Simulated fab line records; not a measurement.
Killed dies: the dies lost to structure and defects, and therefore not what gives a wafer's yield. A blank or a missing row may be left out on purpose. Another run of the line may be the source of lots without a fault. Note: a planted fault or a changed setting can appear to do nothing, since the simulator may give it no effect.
Split-lot trial | flow n5Finfet | 21 wafers read across 7 lots, on a route 1938 steps long

ABOUT THE SPLIT
At N5_BEOL_M15_ILD_DEP_00 (deposits SiO2 from TEOS/O2, target thk 1629.3 nm, time 346.1 s), the setting tempC was moved away from the recipe's 400 C on 12 of the 21 wafers read, by -1.9% to +1.6%. The other wafers ran this setting at the recipe's value.

Split to reading: the file shows no intervening step.

THE READING
M15_ILD_THK (nm), taken at N5_BEOL_M15_THK_MEAS_01. On this fab line, fault-free wafers typically give 1630 nm with a standard deviation of 20 nm.

wafer  | tool, chamber at the split | tempC as run, C | against the recipe | M15_ILD_THK, nm | against lot-mates on the recipe
L078.1 | pecvd-04, 0                | 406.6           | +1.6%              | 1575            | -85
L078.3 | pecvd-04, 1                | 400             | recipe             | 1650            | -
L078.6 | pecvd-04, 1                | 400             | recipe             | 1670            | -
L083.1 | pecvd-02, 2                | 400             | recipe             | 1616            | -
L083.2 | pecvd-02, 1                | 400             | recipe             | 1641            | -
L083.6 | pecvd-02, 2                | 400             | recipe             | 1630            | -
L088.4 | pecvd-02, 0                | 400             | recipe             | 1619            | -
L088.5 | pecvd-02, 1                | 405.3           | +1.3%              | 1589            | -30
L088.6 | pecvd-02, 2                | 405.3           | +1.3%              | 1556            | -63
L089.1 | pecvd-02, 0                | 392.5           | -1.9%              | 1688            | +70
L089.3 | pecvd-02, 2                | 392.5           | -1.9%              | 1666            | +48
L089.5 | pecvd-02, 0                | 400             | recipe             | 1618            | -
L093.1 | pecvd-03, 0                | 396.3           | -0.9%              | 1667            | +50
L093.3 | pecvd-03, 1                | 400             | recipe             | 1617            | -
L093.6 | pecvd-03, 0                | 396.3           | -0.9%              | 1677            | +60
L094.1 | pecvd-03, 1                | 396.8           | -0.8%              | 1626            | -3
L094.2 | pecvd-03, 0                | 396.8           | -0.8%              | 1651            | +22
L094.5 | pecvd-03, 1                | 400             | recipe             | 1629            | -
L096.1 | pecvd-03, 0                | 397.6           | -0.6%              | 1663            | no lot-mate on the recipe
L096.2 | pecvd-03, 1                | 397.6           | -0.6%              | 1647            | no lot-mate on the recipe
L096.5 | pecvd-03, 2                | 397.6           | -0.6%              | 1689            | no lot-mate on the recipe

FIT RESULTS
A straight line over all 21 wafers: M15_ILD_THK changes by -33.3 nm for each +1% of tempC; r = -0.84; the points scatter about the line by 20 nm.
The same after taking each lot's own level away (the mean of its wafers on the recipe; 18 wafers): -37.4 nm for each +1%; r = -0.92; scatter 16 nm.
The reading moves by 70 nm for the largest change in tempC, on that fit.
Measured against the standard deviation above, the lots' own levels, which go from 1617.0 to 1660.0 nm, span 2.1 times it.
So the lot-to-lot level changes the slope: the two fits differ.
Check: +67.3 nm against its lot-mates is what the line predicts for one of the wafers moved furthest among these (-1.9%) when that wafer is left out of the fit. It came out at +70 nm against them.

THESE WAFERS: OTHER SPLITS
These wafers also went through other splits before the reading. Each is held against what the fit with the lots' levels taken away leaves over:
other split on the same wafers | wafers away from the commonest value | r with M15_ILD_THK (lot level and that fit taken away)
N5_BEOL_M14_ILD_DEP_00 timeS   | 10                                   | -0.06
N5_BEOL_M14_EXPOSE_07 doseMj   | 5                                    | +0.04

THE WHOLE CHAIN: every reading that the file lists as answering this split, in the file's order
step                    | what it does                                                   | reading                                                                            | change (the file's fit)              | r (the file's)
N5_BEOL_M15_ILD_DEP_00  | deposits SiO2 from TEOS/O2, target thk 1629.3 nm, time 346.1 s | SiO2_of_BEOL_M15_ILD_DEP_00.thkNm (the simulator's own value, which no gauge read) | -39.5 nm for each +1% of the setting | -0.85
N5_BEOL_M15_THK_MEAS_01 |                                                                | M15_ILD_THK                                                                        | -39.3 for each +1% of the setting    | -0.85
N5_BEOL_M15_VIA_ETCH_16 | etches SiO2 in C4F8/O2/Ar, target depth 1792.2 nm              | etch.depthNm (the simulator's own value, which no gauge read)                      | -39.5 nm for each +1% of the setting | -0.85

FILE'S OWN FIT
M15_ILD_THK changes by -39.3 nm for each +1% of tempC, r = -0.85.
